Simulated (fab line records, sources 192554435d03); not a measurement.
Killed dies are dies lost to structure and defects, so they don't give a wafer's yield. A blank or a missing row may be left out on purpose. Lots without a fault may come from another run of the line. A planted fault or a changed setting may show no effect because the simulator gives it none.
Which tool did it? | flow n5_finfet | 9 lots, 27 wafers sampled, at 4 steps of a route of 1938

WHAT THE GAUGES READ, wafer by wafer
N5_BEOL_M4_RC_MEAS_101.
lot  | measured     | on        | IOFF_N_LONG (nA/um)
L415 | day 8 07:10  | prober-01 | 5.56e-05 5.54e-05 5.59e-05
L417 | day 9 00:22  | prober-02 | 5.88e-05 5.91e-05 5.91e-05
L418 | day 9 09:47  | prober-01 | 0.010475 0.01028 0.010319
L419 | day 9 07:05  | prober-01 | 0.01035 0.010487 0.010176
L420 | day 9 17:22  | prober-01 | 0.010225 0.0098511 0.0099982
L426 | day 11 15:20 | prober-01 | 5.98e-05 5.92e-05 5.95e-05
L427 | day 11 17:55 | prober-01 | 5.75e-05 5.81e-05 5.8e-05
L433 | day 12 22:25 | prober-01 | 5.39e-05 5.47e-05 5.34e-05
L435 | day 13 12:08 | prober-02 | 5.44e-05 5.46e-05 5.42e-05

WHICH TOOL RAN EACH LOT (tool, then ch and the chambers of the sampled wafers, then the start)
lot  | N5_HKMG_FIN_STRIP_93              | N5_HKMG_FIN_WET_ETCH_76            | N5_HKMG_FIN_PWFM_ALD_03
L415 | rie_diel-04 ch 0,2, day 4 11:06   | wet_bench-05 ch 0,1,7, day 4 11:11 | ald_metal-01 ch 0,1,2, day 4 12:49
L417 | rie_diel-04 ch 0,3, day 4 23:56   | wet_bench-05 ch 2,4,6, day 5 00:02 | ald_metal-04 ch 0,2,3, day 5 01:50
L418 | rie_diel-03 ch 0,1,3, day 5 06:17 | wet_bench-05 ch 4,6,7, day 5 06:22 | ald_metal-04 ch 0,1,2, day 5 08:03
L419 | rie_diel-06 ch 0,2,3, day 5 13:02 | wet_bench-05 ch 0,4,7, day 5 13:07 | ald_metal-01 ch 1,2,3, day 5 14:51
L420 | rie_diel-03 ch 1,3, day 5 19:38   | wet_bench-05 ch 0,2,4, day 5 19:46 | ald_metal-04 ch 0,1,3, day 5 21:43
L426 | rie_diel-03 ch 0,2, day 7 07:20   | wet_bench-05 ch 1,5,7, day 7 07:33 | ald_metal-03 ch 0,3, day 7 09:16
L427 | rie_diel-06 ch 1,2,3, day 7 11:26 | wet_bench-03 ch 1,2,4, day 7 11:31 | ald_metal-04 ch 1,3, day 7 13:12
L433 | rie_diel-06 ch 1,2,3, day 8 23:52 | wet_bench-05 ch 2,3,7, day 8 23:58 | ald_metal-04 ch 2,3, day 9 01:52
L435 | rie_diel-04 ch 0,2,3, day 9 17:39 | wet_bench-03 ch 1,2,5, day 9 17:44 | ald_metal-04 ch 0,2,3, day 9 19:30
- N5_HKMG_FIN_STRIP_93: strips SOC in N2/H2, time 20 s.
- N5_HKMG_FIN_WET_ETCH_76: etches Al2O3 in dNH4OH, stops on La2O3, target depth 2.25 nm, rinse time 30 s.
- N5_HKMG_FIN_PWFM_ALD_03: deposits TiN, target thk 2 nm, pulse time 1 s, purge time 3 s.

THE ANSWER, worked out from the rows above alone
Rule: what is usual is taken from the lots themselves. Put in order of their means at a reading, lots are off if they are a third of the lots or fewer, leave a main group of 4 or more, and stand apart from it by a gap of 3 or more times the standard deviation of the main group's means; of several such gaps the widest counts. A main group whose means are all the same, to the digits that the tables above print for the reading, isn't used. A lot without any number at a reading at which 4 lots or more have one is off too. The other lots that the step has rows for count as sound.
Off: L418, L419, L420, at N5_BEOL_M4_RC_MEAS_101 (IOFF_N_LONG). The main group: mean 5.67e-05 nA/um, standard deviation 2.2e-06.
A tool fits if, at a process step before that reading, it ran every lot that is off, and no sound lot after the first of them. The gauges at N5_BEOL_M4_RC_MEAS_101 are tried like those tools. None of those tried fits.

WHAT THE SIMULATOR HAD PUT IN
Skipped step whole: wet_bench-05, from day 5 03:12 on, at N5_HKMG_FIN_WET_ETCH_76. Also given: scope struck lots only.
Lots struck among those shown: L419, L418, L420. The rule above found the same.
